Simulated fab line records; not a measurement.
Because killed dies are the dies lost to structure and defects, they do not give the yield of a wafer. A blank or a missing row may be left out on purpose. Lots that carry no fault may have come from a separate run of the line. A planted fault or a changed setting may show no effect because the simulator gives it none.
fab line records | flow nandHarc
[record] lots = 7 wafers = 19 lastDay = 24
route steps=1159 shown P_GATE@127
lots untouched by any fault: they come from a run of this same line in which no faults occurred
startH: start of the lot's first displayed wafer, in hours after the record's first day | waitH: hours from the lot's prior step to this one | " same as the row above | L1.1+2: a single row standing in for several wafers | - value missing, or start not given | * or withheld: withheld | < > ~ a bound
route shown NAME@n: NAME is a module with steps in the file, n the number in the route of the first one | usual: mean/standard deviation of fault-free wafers | same: alike in all rows | chamber/n: place in a boat | sites: the reading at each site | _std_site: their standard deviation | _edge_site: outer sites' mean less inner sites' | radiusMm: for every site, how far away it sits from the centre of the wafer | mask NAME#n: copy n | behind: the tool/chamber that last shaped the wafer | hold: the reason the lot was held/the length of the hold in hours/how it ended | device: names the non-switching transistor (n, p or np) | end of line: tests of these same wafers at the route's end | a step given without rows: its recipe and nothing more | killed: the dies lost at the first sort to structure and to defects; this is not the yield of the wafer | map: per-die view of a wafer (x killed, . not killed, _ where there is no die)
set.NAME: the setting that was run; set.NAME@STEP: the one run at that earlier step | model.NAME: the simulator's own value behind a step, which no gauge read
lots at selected steps of the route; one table per step, one row per wafer
services: a tool's chamber out of use, with start hour (startH, from the record's first day; less than 0 if before it), hours out, and reason
[[steps]]
[step NHARC_P_GATE_PRECLEAN_71]
[recipe] timeS = * tempC = 50 bathAgeMin = 0 chemistry = SC1
[step NHARC_P_GATE_SRD_72]
[step NHARC_P_GATE_OXIDE_16]
[recipe] targetThkA = 30 tempC = 875 oxTimeS = 392 material = SiO2
[step NHARC_P_GATE_CVD_17]
[recipe] targetThkA = 1500 tempC = 620 timeS = 900 material = poly-Si
[step NHARC_P_GATE_HM_DEP_102]
[recipe] targetThkA = 1200 tempC = 400 material = aC
[usual] throttleValvePct = 34.999/0.0097
// columns lot.wafer tool chamber startH waitH throttleValvePct
L493.3 aclDep-03 0 118.50 0.6 35.012
L493.4 " 0 " " 35.018
L493.6 " 0 " " 35.005
L496.1 aclDep-03 0 133.64 0.4 35.002
L496.2 " 0 " " 34.995
L496.6 " 0 " " 34.994
L505.4 aclDep-02 0 191.06 0.8 35.019
L505.6 " 0 " " 34.980
L507.3 aclDep-01 0 200.27 0.6 34.995
L507.6 " 0 " " 35.003
L508.1 aclDep-03 0 206.86 0.4 35.001
L508.4 " 0 " " 35.012
L508.6 " 0 " " 35.008
L509.2 aclDep-01 0 215.53 1.3 35.001
L509.4 " 0 " " 35.013
L509.6 " 0 " " 34.991
L511.2 aclDep-01 0 222.02 3.1 34.990
L511.3 " 0 " " 35.004
L511.4 " 0 " " 35.015
[step NHARC_P_GATE_DEP_103]
[recipe] targetThkA = 300 targetThkNm = 30 tempC = 400 flowSccm = 200 rfW = 350 material = SiON
[usual] heaterPowerOuterW = 464/73 heaterPowerW = 774/100
// columns lot.wafer tool chamber startH waitH heaterPowerOuterW heaterPowerW
L493.3 pecvd-04 1 118.98 0.4 548 826
L493.4 " 1 " " 547 825
L493.6 " 2 " " 374 652
L496.1 pecvd-03 0 134.37 0.6 454 757
L496.2 " 2 " " 495 915
L496.6 " 1 " " 400 623
L505.4 pecvd-03 1 191.52 0.3 329 525
L505.6 " 2 " " 536 962
L507.3 pecvd-02 0 200.75 0.4 506 805
L507.6 " 2 " " 471 761
L508.1 pecvd-02 2 207.58 0.6 475 793
L508.4 " 0 " " 506 828
L508.6 " 2 " " 481 802
L509.2 pecvd-04 1 216.08 0.4 602 933
L509.6 " 1 " " 606 947
L509.4 " 2 " " 353 664
L511.3 pecvd-04 0 222.57 0.3 537 868
L511.2 " 1 " " 548 852
L511.4 " 1 " " 561 844
[step NHARC_P_GATE_DEHYDRATE_18]
[recipe] tempC = 150 timeS = 120
[step NHARC_P_GATE_HMDS_19]
[recipe] timeS = 30
[step NHARC_P_GATE_COAT_20]
[recipe] spinRpm = 1500 resistThkNm = 90
[step NHARC_P_GATE_SOFTBAKE_21]
[recipe] tempC = 105 timeS = 55
[step NHARC_P_GATE_EBR_22]
[step NHARC_P_GATE_EXPOSE_23]
[recipe] na = 1.35 targetCdNm = 120 doseMj = 93.91 maskId = P_GATE
[step NHARC_P_GATE_PEB_24]
[recipe] pebTempC = 100 pebTimeS = 65
[usual] exhaustPa = 45.1/0.87
// columns lot.wafer tool chamber startH waitH exhaustPa
L493.3 lithoTrack-01 0 119.55 0.0 46.6
L493.4 " 0 " " 45.0
L493.6 " 0 " " 46.8
L496.1 lithoTrack-01 0 134.84 0.1 44.2
L496.2 " 0 " " 44.5
L496.6 " 0 " " 43.9
L505.4 lithoTrack-01 0 192.06 0.0 43.8
L505.6 " 0 " " 44.2
L507.3 lithoTrack-01 0 201.32 0.0 45.0
L507.6 " 0 " " 45.4
L508.1 lithoTrack-01 0 208.13 0.1 46.0
L508.4 " 0 " " 46.4
L508.6 " 0 " " 45.5
L509.2 lithoTrack-06 0 216.68 0.1 45.3
L509.4 " 0 " " 44.4
L509.6 " 0 " " 44.8
L511.2 lithoTrack-06 0 223.20 0.1 46.0
L511.3 " 0 " " 47.3
L511.4 " 0 " " 46.4
[step NHARC_P_GATE_DEVELOP_25]
[recipe] developTimeS = 35 devTempC = 23
[step NHARC_P_GATE_CD_MEAS_26]
[recipe] targetCdNm = 120 landingEnergyEv = 500
[usual] cdNm = 119.8/0.68
// columns lot.wafer tool chamber startH waitH cdNm
L493.3 cdSem-01 0 119.63 - 119.1
L493.4 " 0 " " 119.2
L493.6 " 0 " " 119.6
L496.1 cdSem-02 0 134.92 - 119.4
L496.2 " 0 " " 119.1
L496.6 " 0 " " 120.1
L505.4 cdSem-03 0 192.15 - 114.0
L505.6 " 0 " " 113.4
L507.3 cdSem-02 0 201.40 - 119.8
L507.6 " 0 " " 115.1
L508.1 cdSem-01 0 208.21 - 121.0
L508.4 " 0 " " 115.4
L508.6 " 0 " " 114.4
L509.2 cdSem-03 0 216.76 - 119.3
L509.4 " 0 " " 119.0
L509.6 " 0 " " 119.3
L511.2 cdSem-03 0 223.28 - 120.1
L511.3 " 0 " " 120.2
L511.4 " 0 " " 119.5
[step NHARC_P_GATE_OVL_MEAS_27]
[usual] overlayXNm = -0.1/0.88 overlayYNm = 0.1/0.59
// columns lot.wafer tool chamber startH waitH overlayXNm overlayYNm
L493.3 overlay-01 - 119.72 - 1.4 -0.5
L493.4 " - " " 1.6 -0.9
L493.6 " - " " 0.7 -1.0
L496.1 overlay-01 - 135.01 - -1.0 -0.4
L496.2 " - " " -1.7 -0.1
L496.6 " - " " -1.3 -0.5
L505.4 overlay-01 - 192.23 - -0.6 -0.1
L505.6 " - " " 0.1 0.2
L507.3 overlay-02 - 201.48 - -0.2 1.3
L507.6 " - " " 0.1 0.8
L508.1 overlay-01 - 208.30 - -2.2 1.0
L508.4 " - " " -1.9 1.1
L508.6 " - " " -1.4 0.7
L509.2 overlay-02 - 216.85 - 1.0 -0.8
L509.4 " - " " 0.8 -0.1
L509.6 " - " " 0.8 0.0
L511.2 overlay-02 - 223.37 - 0.3 -0.1
L511.3 " - " " -1.0 -0.3
L511.4 " - " " 0.3 -0.4
[step NHARC_P_GATE_INSPECT_28]
[usual] rawDefectCount = 5.8/2.6
// columns lot.wafer tool chamber startH waitH rawDefectCount
L493.3 defectInspect-01 - 119.75 0.0 7
L493.4 " - " " 5
L493.6 " - " " 5
L496.1 defectInspect-01 - 135.05 0.0 10
L496.2 " - " " 3
L496.6 " - " " 11
L505.4 defectInspect-01 - 192.27 0.0 6
L505.6 " - " " 11
L507.3 defectInspect-02 - 201.52 0.0 7
L507.6 " - " " 7
L508.1 defectInspect-01 - 208.34 0.0 11
L508.4 " - " " 8
L508.6 " - " " 8
L509.2 defectInspect-02 - 216.89 0.0 2
L509.4 " - " " 4
L509.6 " - " " 2
L511.2 defectInspect-01 - 223.41 0.0 3
L511.3 " - " " 4
L511.4 " - " " 4
[step NHARC_P_GATE_DESCUM_31]
[recipe] timeS = 3 o2FlowSccm = 200 arFlowSccm = 0 biasPowerW = 0 chemistry = O2
[usual] drypumpMotorCurrentA = 5.8/0.47 o2FlowSccm = 199.9/0.55 oesProductAu = 1.000/0.014 rfVppV = 57.7/0.86 showerheadPlenumPTorr = 1.89/0.086 throttleValvePct = 11.310/0.0097
[same] biasPowerW = 0
// columns lot.wafer tool chamber startH waitH drypumpMotorCurrentA o2FlowSccm oesProductAu rfHoursCounterH rfVppV showerheadPlenumPTorr throttleValvePct model.P_GATE.cdNm
L493.3 rieDiel-03 2 119.81 0.1 5.8 199.9 1.014 16 57.7 1.94 11.315 119.7
L493.4 " 0 " " 5.9 199.2 0.991 15 57.6 1.87 11.310 119.2
L493.6 " 3 " " 6.5 199.6 1.006 - 58.4 1.83 11.299 118.5
L496.1 rieDiel-03 1 135.12 0.1 5.4 200.5 0.993 17 58.7 2.06 11.315 119.2
L496.2 " 2 " " 5.8 198.9 1.024 18 58.3 1.94 11.314 119.5
L496.6 " 0 " " 5.8 200.9 0.996 - 57.2 1.87 11.319 119.9
L505.4 rieDiel-13 3 192.35 0.1 6.1 199.7 0.984 26 58.4 2.07 11.301 114.7
L505.6 " 0 " " 6.2 200.0 1.012 - 57.1 1.82 11.330 113.5
L507.3 rieDiel-03 1 201.59 0.1 5.4 199.6 1.010 28 57.6 2.05 11.306 120
L507.6 " 0 " " 5.8 199.9 0.985 - 56.9 1.87 11.292 115.5
L508.1 rieDiel-03 1 208.42 0.1 5.3 200.4 1.003 30 58.3 2.05 11.316 120.3
L508.4 " 2 " " 5.8 200.5 1.005 30 57.2 1.93 11.305 115.7
L508.6 " 0 " " 5.9 199.7 1.005 - 58.2 1.87 11.320 114.8
L509.4 rieDiel-08 3 217.00 0.1 5.3 199.4 1.010 29 55.7 1.79 11.311 118.8
L509.2 " 0 " " 5.4 199.6 1.008 29 56.9 1.84 11.310 119.5
L509.6 " 3 " " 5.3 199.1 1.021 - 58.5 1.79 11.309 119.5
L511.3 rieDiel-08 3 223.50 0.1 5.3 199.7 1.017 33 57.6 1.79 11.307 120.1
L511.4 " 1 " " 6.0 200.9 1.022 31 57.3 1.80 11.325 119.6
L511.2 " 2 " " 5.0 199.8 0.991 32 57.1 1.82 11.301 120.7
[step NHARC_P_GATE_ETCH_104]
[recipe] targetDepthA = 600 timeS = withheld cf4FlowSccm = 100 chf3FlowSccm = 30 arFlowSccm = 0 rfW = 500 biasW = 200 chemistry = CF4/CHF3
[usual] biasW = 200.0/0.59 drypumpMotorCurrentA = 5.7/0.47 oesProductAu = 0.948/0.023 rfVppV = 369.9/2.3 showerheadPlenumPTorr = 1.56/0.066 throttleValvePct = 16.803/0.0087
// columns lot.wafer tool chamber startH waitH biasW drypumpMotorCurrentA oesProductAu rfVppV showerheadPlenumPTorr throttleValvePct
L493.4 rieDiel-03 1 119.90 0.1 199.5 5.4 0.925 374.6 1.69 16.805
L493.3 " 0 " " 199.4 5.8 0.923 368.9 1.54 16.797
L493.6 " 1 " " 201.4 5.4 0.924 373.9 1.69 16.799
L496.1 rieDiel-03 0 135.20 0.1 200.3 5.9 0.965 367.7 1.54 16.804
L496.2 " 1 " " 199.8 5.4 0.962 373.2 1.69 16.807
L496.6 " 2 " " 200.3 5.8 0.985 370.7 1.59 16.809
L505.4 rieDiel-13 0 192.42 0.1 200.3 6.1 0.966 368.3 1.50 16.811
L505.6 " 1 " " 199.9 6.0 0.950 368.1 1.54 16.805
L507.3 rieDiel-03 0 201.67 0.1 199.8 5.8 0.957 368.5 1.54 16.790
L507.6 " 2 " " 199.8 5.8 0.981 370.7 1.59 16.796
L508.4 rieDiel-03 3 208.48 0.1 199.9 6.5 0.958 367.0 1.51 16.791
L508.1 " 0 " " 200.1 5.9 0.960 369.2 1.54 16.783
L508.6 " 0 " " 201.2 5.9 0.966 369.4 1.54 16.792
L509.2 rieDiel-08 2 217.31 0.3 200.5 5.0 0.925 368.6 1.50 16.793
L509.4 " 0 " " 200.4 5.4 0.962 367.8 1.51 16.806
L509.6 " 2 " " 200.7 5.0 0.930 367.6 1.50 16.805
L511.2 rieDiel-08 3 223.59 0.1 201.0 5.3 0.953 367.3 1.47 16.791
L511.4 " 0 " " 199.6 5.4 0.949 368.6 1.51 16.802
L511.3 " 2 " " 200.1 5.0 0.943 368.1 1.50 16.794
[step NHARC_P_GATE_HM_OPEN_105]
[recipe] targetDepthA = 3600 o2FlowSccm = 400 cosFlowSccm = 20 arFlowSccm = 0 rfW = 500 biasW = 300 chemistry = O2/COS
[usual] biasW = 299.9/0.87 drypumpMotorCurrentA = 5.8/0.45 o2FlowSccm = 399.9/1.2 oesProductAu = 1.001/0.013 rfVppV = 467/3 showerheadPlenumPTorr = 3.09/0.14 throttleValvePct = 28.330/0.0087
// columns lot.wafer tool chamber startH waitH biasW drypumpMotorCurrentA o2FlowSccm oesProductAu rfHoursCounterH rfVppV showerheadPlenumPTorr throttleValvePct
L493.3 rieDiel-03 3 - - 299.4 6.5 401.4 1.002 15 465 3.00 28.310
L493.4 " 0 " " 298.4 5.9 401.1 0.978 15 464 3.06 28.327
L493.6 " 1 " " 300.9 5.4 398.1 1.007 - 473 3.35 28.344
L496.1 rieDiel-03 1 - - 300.6 5.4 400.8 1.005 17 473 3.34 28.314
L496.2 " 3 " " 299.4 6.5 398.6 1.000 18 463 2.99 28.329
L496.6 " 1 " " 300.3 5.4 400.9 1.000 - 473 3.34 28.326
L505.4 rieDiel-13 0 - - 301.1 6.2 399.1 1.004 27 463 2.98 28.332
L505.6 " 2 " " 298.4 5.0 400.8 0.991 - 466 3.08 28.327
L507.3 rieDiel-03 2 - - 300.3 5.8 399.5 1.008 29 468 3.15 28.335
L507.6 " 2 " " 299.6 5.8 397.3 1.017 - 467 3.15 28.322
L508.1 rieDiel-03 2 - - 299.5 5.8 399.9 1.011 30 468 3.15 28.321
L508.4 " 1 " " 300.2 5.4 399.9 1.018 30 472 3.34 28.317
L508.6 " 2 " " 299.0 5.8 402.0 1.013 - 469 3.15 28.321
L509.4 rieDiel-08 0 - - 299.2 5.4 398.7 1.009 29 466 3.00 28.325
L509.2 " 1 " " 300.6 6.0 401.0 1.021 28 463 2.95 28.318
L509.6 " 2 " " 301.4 5.0 398.5 0.991 - 465 2.99 28.333
L511.4 rieDiel-08 0 - - 299.9 5.4 399.7 1.012 32 465 3.00 28.346
L511.3 " 1 " " 302.3 6.0 399.3 1.023 31 463 2.95 28.331
L511.2 " 2 " " 299.6 5.0 400.5 0.981 32 465 2.98 28.335
[step NHARC_P_GATE_STRIP_106]
[recipe] o2FlowSccm = 400 cosFlowSccm = 20 arFlowSccm = 0 biasW = 0 chemistry = O2/COS
[step NHARC_P_GATE_ETCH_114]
[recipe] targetDepthA = 300 overetchA = 30 timeS = 16.5 ionEnergyEv = 100 cf4FlowSccm = 80 o2FlowSccm = 20 arFlowSccm = 0 rfW = 300 biasW = 100 chemistry = CF4/O2
[usual] biasW = 99.9/0.31 drypumpMotorCurrentA = 5.8/0.46 o2FlowSccm = 20.00/0.06 oesProductAu = 1.001/0.013 rfVppV = 197.5/1.5 showerheadPlenumPTorr = 1.32/0.059 throttleValvePct = 13.398/0.0093
// columns lot.wafer tool chamber startH waitH biasW drypumpMotorCurrentA o2FlowSccm oesProductAu rfHoursCounterH rfVppV showerheadPlenumPTorr throttleValvePct model.P_GATE.cdNm
L493.3 rieDiel-03 0 - - 100.1 5.8 19.97 0.991 15 196.9 1.31 13.397 118.3
L493.4 " 1 " " 100.2 5.3 20.07 1.008 15 199.5 1.43 13.390 117.6
L493.6 " 0 " " 99.8 5.8 19.93 0.995 - 198.4 1.31 13.390 120.7
L496.2 rieDiel-03 3 - - 100.0 6.5 20.10 0.994 18 197.1 1.28 13.392 117.3
L496.1 " 1 " " 100.0 5.4 20.05 1.007 17 201.2 1.43 13.409 123.2
L496.6 " 3 " " 100.1 6.5 19.99 1.004 - 197.4 1.28 13.404 123.2
L505.4 rieDiel-13 2 - - 100.0 5.0 19.94 0.990 25 196.2 1.32 13.394 113.2
L505.6 " 0 " " 99.6 6.2 19.90 1.003 - 197.9 1.27 13.420 115.7
L507.3 rieDiel-03 1 - - 99.6 5.4 20.04 1.006 28 201.1 1.43 13.411 123.5
L507.6 " 2 " " 100.0 5.8 20.12 1.012 - 198.2 1.35 13.393 119
L508.1 rieDiel-03 3 - - 99.7 6.5 19.99 1.006 28 197.1 1.28 13.405 122.9
L508.4 " 2 " " 100.1 5.8 20.03 1.021 30 200.2 1.35 13.399 118.2
L508.6 " 3 " " 100.0 6.5 20.02 1.000 - 196.0 1.28 13.393 117.9
L509.2 rieDiel-08 3 - - 98.9 5.3 19.92 1.012 30 196.2 1.25 13.403 119.5
L509.4 " 2 " " 99.3 5.0 19.96 0.982 29 195.2 1.27 13.375 117.2
L509.6 " 0 " " 99.6 5.4 19.99 1.012 - 196.0 1.28 13.408 124.1
L511.4 rieDiel-08 2 - - 99.6 5.0 20.00 0.980 32 195.2 1.27 13.405 119.6
L511.3 " 3 " " 99.3 5.3 20.10 1.010 33 195.6 1.25 13.391 120.1
L511.2 " 0 " " 100.1 5.4 20.03 1.012 33 195.0 1.28 13.403 125.3
[step NHARC_P_GATE_ETCH_32]
[recipe] targetDepthA = 1500 overEtchFrac = 1 overEtchIonEnergyEv = 40 timeS = 100.1 hbrFlowSccm = 150 cl2FlowSccm = 50 rfW = 400 icpW = 400 biasW = 100 chemistry = HBr/Cl2
[usual] biasW = 100.02/0.3 drypumpMotorCurrentA = 5.9/0.5 oesProductAu = 1.000/0.011 throttleValvePct = 26.405/0.0096
// columns lot.wafer tool chamber startH waitH biasW drypumpMotorCurrentA oesProductAu rfHoursCounterH throttleValvePct
L493.4 rieSi-02 3 120.94 - 99.96 6.8 1.002 0.7 26.398
L493.3 " 1 " " 99.49 5.7 0.997 0.7 26.413
L493.6 " 2 " " 99.85 5.3 0.986 - 26.419
L496.1 rieSi-02 3 135.57 - 100.47 6.8 1.010 0.9 26.415
L496.2 " 1 " " 100.26 5.7 1.006 0.9 26.417
L496.6 " 3 " " 100.27 6.8 1.003 - 26.405
L505.4 rieSi-02 3 192.83 - 99.86 6.8 0.999 1.3 26.399
L505.6 " 0 " " 100.22 5.9 1.011 - 26.408
L507.3 rieSi-06 2 202.07 - 99.88 5.5 1.009 0.1 26.418
L507.6 " 0 " " 100.39 5.5 0.996 - 26.405
L508.1 rieSi-02 0 208.86 - 100.19 5.9 0.998 1.4 26.397
L508.4 " 1 " " 99.75 5.7 1.001 1.4 26.388
L508.6 " 1 " " 99.91 5.7 1.005 - 26.396
L509.4 rieSi-04 1 218.36 - 100.32 6.3 0.998 1.0 26.418
L509.2 " 2 " " 100.35 5.9 0.998 1.1 26.415
L509.6 " 0 " " 99.98 5.6 0.989 - 26.395
L511.2 rieSi-02 3 224.15 - 99.59 6.8 0.991 0.0 26.414
L511.4 " 1 " " 100.29 5.7 1.008 0.1 26.410
L511.3 " 2 " " 99.71 5.3 1.000 0.1 26.419
[[services]]
// columns tool chamber startH hours kind
rieDiel-03 0 96.32 - clean
rieDiel-03 1 96.32 - clean
rieDiel-03 2 96.32 - clean
pecvd-04 - 96.67 0.9 repair
rieSi-04 0 97.73 4.9 repair
rieSi-04 - 99.00 9.0 pm
rieDiel-13 - 99.04 9.0 pm
rieDiel-08 0 107.52 1.8 repair
pecvd-03 - 111.05 13.0 pm
aclDep-01 - 113.55 13.0 pm
lithoTrack-06 - 117.00 7.0 pm
rieDiel-08 - 124.98 9.0 pm
pecvd-04 0 138.36 8.4 repair
pecvd-02 - 145.32 0.5 repair
rieDiel-03 0 146.55 8.5 repair
rieDiel-03 3 147.82 10.4 repair
pecvd-02 - 153.17 13.0 pm
rieSi-02 1 158.54 5.2 repair
aclDep-02 - 170.01 13.0 pm
rieSi-06 - 183.00 9.0 pm
rieSi-06 - 193.14 0.2 repair
pecvd-04 - 195.23 13.0 pm
rieSi-02 - 211.00 9.0 pm
aclDep-03 - 223.93 13.0 pm
[[key]]
[firstSign] step = NHARC_P_GATE_CD_MEAS_26 reading = cdNm direction = down sigmas = 7.9 usual = 119.8 struck = 114.5
effect none on later readings
[modelEffect] step = NHARC_P_GATE_DESCUM_31 value = P_GATE.cdNm without = 119.8 struck = 114.8
[modelEffect] step = NHARC_P_GATE_ETCH_114 value = P_GATE.cdNm without = 121.8 struck = 116.8
metAt NHARC_P_GATE_PEB_24
struckWafers L505.4,L505.6,L507.6,L508.4,L508.6
testerLeftOut L505,L507,L508
onsetBetween 134.84 192.06
[fault] kind = processParameterDrift tool = lithoTrack-01 chamber = - onsetH = 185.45 steps = NHARC_P_GATE_PEB_24 channel = pebTimeS offset = * shape = step endH = 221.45 scope = struckWafersOnly actsIn = * stated = *
// testerLeftOut: of these lots the tester's yield and bins aren't shown, on N5 and GAA mostly nor the transistor test; their killed dies are dies lost to structure and defects alone, not to doping, threshold or leakage, so they don't give the yield
